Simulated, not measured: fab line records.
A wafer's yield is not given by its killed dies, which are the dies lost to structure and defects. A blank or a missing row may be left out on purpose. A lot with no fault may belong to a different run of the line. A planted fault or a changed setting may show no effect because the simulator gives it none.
A lot that was struck, set against a sound lot / flow n5_finfet / 40 steps out of a route of 1938
Sound: the wafers L582.1, L582.2, L582.5. Wafers L578.3, L578.4, L578.6 were the ones struck. The cause is given at the end.
Each step with rows lists, per side, the tool, then ch with its chambers, then its first start. Under that, the readings that differ: sound wafers / struck wafers / difference of the means / sigmas: that difference in standard deviations of wafers without a fault.
alike: readings with means less than 2 such deviations apart, plus words and numbers identical on both sides. not compared: withheld readings, readings lacking a value on some wafer, bounds such as >300 that could conceal the same value, and numbers that have no deviation in the record and whose values overlap.
The two part at a step that has a row with sigmas, a row that says differs or no value, or rows on one side only. Non-overlapping numbers with no deviation appear without sigmas and do not part them. Lack of a reading on every wafer of one side parts them only where that side has two or more wafers.

first, 10 steps without rows for these wafers: N5_HKMG_FIN_CMP_23 (polishes, stops on SiNx, t overpolish 10 s, target thk 46.326 nm); N5_HKMG_FIN_CMP_94 (polishes, stops on SiNx, t overpolish 4.7 s, target thk 43.299 nm); N5_GATE_CUT_ETCHBACK_00 (etches W in SF6/Cl2); N5_GATE_CUT_ETCH_56 (etches TiN in Cl2/Ar, target depth 21.6 nm); N5_GATE_CUT_ETCHBACK_30 (etches TiN in Cl2/Ar, target depth 3 nm); N5_GATE_CUT_VAPOR_ETCH_60 (etches HfO2 in BCl3/Cl2); N5_GATE_CUT_ETCH_58 (etches SiNx in CH3F/O2, target depth 17 nm, time 128.6 s); N5_GATE_CUT_STRIP_59 (strips in N2/H2, time 20 s); N5_GATE_CUT_PRECLEAN_31 (cleans in DIW, time 300 s); N5_GATE_CUT_SRD_32 (time 30 s).
N5_GATE_CUT_SAC_CAP_01: material SiNx, target thk 24 nm, pulse time 1 s, ald cycles 480.
  sound on ald_sin-03 ch 0,1,3, day 9 22:34; struck on ald_sin-04 ch 1,3, day 8 21:10
  no value came back on the struck wafers for any of 5 readings (ald_cycles, chamber_pressure_Torr (Torr) and others); on the sound wafers ald_cycles reads 480 480 480
then, 21 steps without rows for these wafers: N5_GATE_CUT_PECVD_57 (deposits SiNx from SiH4/NH3/N2, target thk 21 nm); N5_GATE_CUT_CMP_02 (polishes, stops on SiO2, t overpolish 12.7 s, target thk 0 nm); N5_GATE_CUT_HM_DEP_46 (deposits SiO2 from TEOS/O2, target thk 130 nm, time 26.6 s); N5_GATE_CUT_COAT_34 (time 60 s, resist thk 60 nm); N5_GATE_CUT_COAT_35 (time 60 s, resist thk 10 nm); N5_GATE_CUT_COAT_27 (time 60 s, resist thk 10 nm); N5_GATE_CUT_COAT_07 (resist thk 30 nm); N5_GATE_CUT_EBR_09; N5_GATE_CUT_SOFTBAKE_08 (time 60 s); N5_GATE_CUT_EXPOSE_10 (exposes mask GATE CUT, target cd 20 nm); N5_GATE_CUT_PEB_11 (peb time 60 s); N5_GATE_CUT_DEVELOP_12 (develop time 30 s); N5_GATE_CUT_DESCUM_18 (chemistry O2, time 7 s); N5_GATE_CUT_ETCH_28 (etches underlayer in N2/H2, target depth 13 nm, time 10.4 s); N5_GATE_CUT_ETCH_36 (etches SiARC in CF4, target depth 13 nm, time 21.7 s); N5_GATE_CUT_ETCH_37 (etches SOC in N2/H2, target depth 60 nm, overetch 12 nm, time 90 s); N5_GATE_CUT_STRIP_38 (strips in N2/H2); N5_GATE_CUT_STRIP_39 (strips in N2/H2); N5_GATE_CUT_HM_OPEN_40 (chemistry C4F6/O2, target SiO2, target depth 139 nm, time 85.1 s); N5_GATE_CUT_STRIP_41 (strips in CF4); N5_GATE_CUT_STRIP_42 (strips in O2).
N5_GATE_CUT_ETCH_19: etches SiNx in CH3F/O2, target depth 53.7 nm, time 76.7 s.
  sound on rie_diel-03 ch 1,2,3, day 10 02:02; struck on rie_diel-06 ch 0,1, day 9 00:46
reading=etch_rf_on_time_s (s); sound=76.8 77.8 77.7; struck=6.0 6.0 6.0; difference=-71.4; sigmas=-79
reading=oes_product_au (a.u.); sound=0.70 0.58 0.68; struck=0.35 0.29 0.35; difference=-0.32; sigmas=-4
reading=model.SiO2_of_GATE_CUT_HM_DEP_46.thk_nm (nm); sound=124.6 123.6 127; struck=130.8 132.6 131.4; difference=+6.5; sigmas=
reading=model.GATE_CUT.cd_nm (nm); sound=20.2 20.2 20.2; struck=19.4 19.4 19.2; difference=-0.9; sigmas=
  alike: drypump_motor_current_A, mfc_ar_sccm, rf_vpp_V, showerhead_plenum_p_Torr, throttle_valve_pct
  not compared: rf_hours_counter_h
then, 3 steps without rows for these wafers: N5_GATE_CUT_CUT_ETCH_53 (etches W in SF6/Cl2, target depth 79.2 nm); N5_GATE_CUT_CUT_ETCH_54 (etches TiN in Cl2/BCl3, target depth 96.7 nm); N5_GATE_CUT_CUT_ETCH_55 (etches HfO2 in BCl3, target depth 3.2 nm).
N5_GATE_CUT_ETCH_47: etches SiO2 in Cl2/BCl3, target depth 10 nm.
  sound on rie_metal-01 ch 0,1, day 10 02:17; struck on rie_metal-02 ch 0,1, day 9 01:05
reading=model.GATE_CUT.cd_nm (nm); sound=20.2 19.8 20.4; struck=18.8 19.6 19.4; difference=-0.9; sigmas=
  alike: drypump_motor_current_A, mfc_ar_sccm, oes_product_au, throttle_valve_pct
  not compared: rf_hours_counter_h
N5_GATE_CUT_CMP_23: polishes, stops on SiO2, t overpolish 23.4 s, target thk 16 nm.
  sound on cmp-03 ch 0,1,3, day 10 04:07; struck on cmp-01 ch 0,1,3, day 9 02:53
reading=model.SiO2_of_GATE_CUT_HM_DEP_46.thk_nm (nm); sound=103.2 102.2 105.6; struck=109.6 111.6 110.4; difference=+6.9; sigmas=
  alike: edge_zone_pressure_frac, motor_current_A, overpolish_run_s, time_to_endpoint_s
N5_BEOL_M4_RC_MEAS_101:
  the record has rows for the sound wafers here (prober-01 ch 0, day 17 16:49) and none for the struck ones
-- a jump in the record: the struck wafers' starts before and after are 13 days apart (it breaks off in module BEOL_M4 and resumes in module PASSIVATION, where the first step shown is number 1936 of the route) --
N5_PASSIVATION_PROBE_49:
  sound on prober-01, day 22 07:51; struck on prober-01, day 21 18:35
reading=defect_limited_yield (%); sound=91.8 90.9 90.3; struck=0 0 0; difference=-91; sigmas=-76
reading=killed_at_M0_to_M3; sound=33 53 57; struck=5 8 4; difference=-42; sigmas=-4
reading=killed_at_front_end; sound=45 35 37; struck=1167 1168 1168; difference=+1129; sigmas=+99 or more
reading=killed_dies; sound=97 107 114; struck=1180 1180 1180; difference=+1074; sigmas=+72
reading=killed_on_rim; sound=14 14 11; struck=152 152 152; difference=+139; sigmas=+39
reading=killed_open; sound=66 59 75; struck=13 19 13; difference=-52; sigmas=-4
reading=killed_short; sound=29 46 39; struck=4 7 9; difference=-31; sigmas=-5
reading=sort_bin_5_function (%); sound=4.7 5.7 5.5; struck=72.5 75.5 72.5; difference=+68.2; sigmas=+79
reading=sort_n_pass; sound=1083 1073 1066; struck=0 0 0; difference=-1074; sigmas=-72
reading=sort_yield_pct (%); sound=91.8 90.9 90.3; struck=0 0 0; difference=-91; sigmas=-76
  alike: killed_at_M4_up, killed_at_contacts, killed_at_other, sort_bin_6_memory

== WHERE THEY PART ==
Last at N5_PASSIVATION_PROBE_49 as far as this record goes, first at N5_GATE_CUT_SAC_CAP_01.

WHY: what had been put in by the simulator
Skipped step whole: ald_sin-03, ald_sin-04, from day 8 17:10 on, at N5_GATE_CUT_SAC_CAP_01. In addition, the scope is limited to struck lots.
